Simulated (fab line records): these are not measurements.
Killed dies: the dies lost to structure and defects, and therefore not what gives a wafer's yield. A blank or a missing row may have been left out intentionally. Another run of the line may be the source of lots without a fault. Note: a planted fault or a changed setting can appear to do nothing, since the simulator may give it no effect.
The same fault as seen by 2 desks || flow nandHarc || only its own numbers are on each desk; what lay behind them is given at the end

THE METROLOGY DESK
Lot by lot, what the gauges showed, no matter which tool ran the lot: averages of those sampled wafers that carry a number. A lot is out of limits, marked OUT, if its mean lies more than 4 standard deviations from the usual mean; the brackets give that distance.
Columns: A = cdNm at NHARC_P_GATE_CD_MEAS_46, usual 720.7 nm; B = cdNm at NHARC_P_GATE_CD_MEAS_59, usual 718.5 nm; C = cdNm at NHARC_P_GATE_CD_MEAS_91, usual 1998.6 nm
{"lot": "L573", "first seen here": "day 5 09:30", "A": 718.9, "B": 722.9, "C": 1999.6}
{"lot": "L579", "first seen here": "day 7 03:29", "A": 718.4, "B": 719.2, "C": 1999.1}
{"lot": "L583", "first seen here": "day 7 18:59", "A": 717.8, "B": 715.4, "C": 1999.1}
{"lot": "L585", "first seen here": "day 8 09:11", "A": 717.6, "B": 721.3, "C": 1995.5}
{"lot": "L591", "first seen here": "day 9 21:19", "A": 721.2, "B": 717.6, "C": 1998.5}
{"lot": "L593", "first seen here": "day 10 13:55", "A": 721.5, "B": 716.7, "C": 1998.3}
This desk's finding: nothing out of limits on any of the 6 lots.

THE DEFECT DESK
Per lot, the means of the sampled wafers with a number show what the inspections along the route counted. A lot is out of limits, marked OUT, if its mean lies more than 4 standard deviations from the usual mean; the brackets give that distance.
Columns: A = rawDefectCount at NHARC_P_GATE_INSPECT_68, usual 181
{"lot": "L573", "first seen here": "day 5 16:07", "A": 220}
{"lot": "L579", "first seen here": "day 7 10:12", "A": 178}
{"lot": "L583", "first seen here": "day 8 02:05", "A": "600 (+7.1) OUT"}
{"lot": "L585", "first seen here": "day 8 15:47", "A": "440 (+4.4) OUT"}
{"lot": "L591", "first seen here": "day 10 04:11", "A": 163}
{"lot": "L593", "first seen here": "day 10 20:35", "A": 185}
This desk's finding: out of limits on L583, L585; first on L583, day 8 02:05 (rawDefectCount at NHARC_P_GATE_INSPECT_68). L573, L579, L591, L593 stayed within limits.

TAKEN TOGETHER
The defect desk could have raised an alarm at day 8 02:05, on L583, L585.
Metrology desk: nothing out of limits seen.
The metrology desk holds a record of L583, L585, inside its limits.
The lots listed all ran NHARC_P_GATE_STRIP_50 on wetBench-06.

WHAT HAD BEEN PUT IN BY THE SIMULATOR
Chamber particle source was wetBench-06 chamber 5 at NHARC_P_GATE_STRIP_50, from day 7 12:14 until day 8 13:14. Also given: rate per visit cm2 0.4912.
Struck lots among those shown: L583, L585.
Hours from the fault's start to each desk's first reading out of limits: the defect desk, 14.
